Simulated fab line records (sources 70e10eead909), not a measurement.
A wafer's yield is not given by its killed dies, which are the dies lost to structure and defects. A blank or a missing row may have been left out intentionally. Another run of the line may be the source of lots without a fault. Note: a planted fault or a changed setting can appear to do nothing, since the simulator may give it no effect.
What tool caused it? / flow nand-harc / 6 lots, 18 wafers sampled, at 3 steps of a route of 1159

WHAT THE GAUGES SHOWED, per wafer
NHARC_P_STI_CD_MEAS_09: the cd target is 200 nm.
lot=L906; measured=day 3 10:56; on=cd-sem-03; cd-nm (nm)=199.0 198.6 199.2
lot=L917; measured=day 6 01:55; on=cd-sem-03; cd-nm (nm)=201.1 200.8 198.6
lot=L919; measured=day 6 17:16; on=cd-sem-01; cd-nm (nm)=200.8 200.6 200.7
lot=L921; measured=day 7 04:53; on=cd-sem-03; cd-nm (nm)=202.3 201.2 199.3
lot=L923; measured=day 7 17:17; on=cd-sem-02; cd-nm (nm)=199.8 199.0 195.7
lot=L925; measured=day 8 06:07; on=cd-sem-02; cd-nm (nm)=200.6 198.1 200.2

WHICH TOOL RAN EACH LOT (tool, then ch and the chambers of the sampled wafers, then the start)
lot=L906; NHARC_P_ZERO_WELL_RTA_42=rtp-anneal-01 ch 0, day 2 19:02; NHARC_P_STI_EXPOSE_06=krf-scanner-03 ch 0, day 3 10:47
lot=L917; NHARC_P_ZERO_WELL_RTA_42=rtp-anneal-02 ch 0, day 5 13:17; NHARC_P_STI_EXPOSE_06=krf-scanner-04 ch 0, day 6 01:46
lot=L919; NHARC_P_ZERO_WELL_RTA_42=rtp-anneal-01 ch 0, day 6 00:53; NHARC_P_STI_EXPOSE_06=krf-scanner-04 ch 0, day 6 17:07
lot=L921; NHARC_P_ZERO_WELL_RTA_42=rtp-anneal-02 ch 0, day 6 12:59; NHARC_P_STI_EXPOSE_06=krf-scanner-04 ch 0, day 7 04:44
lot=L923; NHARC_P_ZERO_WELL_RTA_42=rtp-anneal-01 ch 0, day 7 01:20; NHARC_P_STI_EXPOSE_06=krf-scanner-03 ch 0, day 7 17:08
lot=L925; NHARC_P_ZERO_WELL_RTA_42=rtp-anneal-01 ch 0, day 7 12:47; NHARC_P_STI_EXPOSE_06=krf-scanner-03 ch 0, day 8 05:58
- NHARC_P_ZERO_WELL_RTA_42: time 300 s.
- NHARC_P_STI_EXPOSE_06: exposes mask P STI, target cd 200 nm.

THE ANSWER, worked out from the rows above alone
Rule: the lots themselves supply what counts as usual. Put in order of their means at a reading, lots are off if they are a third of the lots or fewer, leave a main group of 4 or more, and stand apart from it by a gap of 3 or more times the standard deviation of the main group's means; of several such gaps the widest counts. The tables above print the reading to a certain number of digits; a main group whose means all agree to those digits is not used. Also off: a lot with no number at a reading for which 4 or more lots have one. Where the step has rows for the other lots, those lots are counted as sound.
Across all readings shown, no lot is off: no conclusion can be drawn from this.

WHAT THE SIMULATOR HAD PUT IN
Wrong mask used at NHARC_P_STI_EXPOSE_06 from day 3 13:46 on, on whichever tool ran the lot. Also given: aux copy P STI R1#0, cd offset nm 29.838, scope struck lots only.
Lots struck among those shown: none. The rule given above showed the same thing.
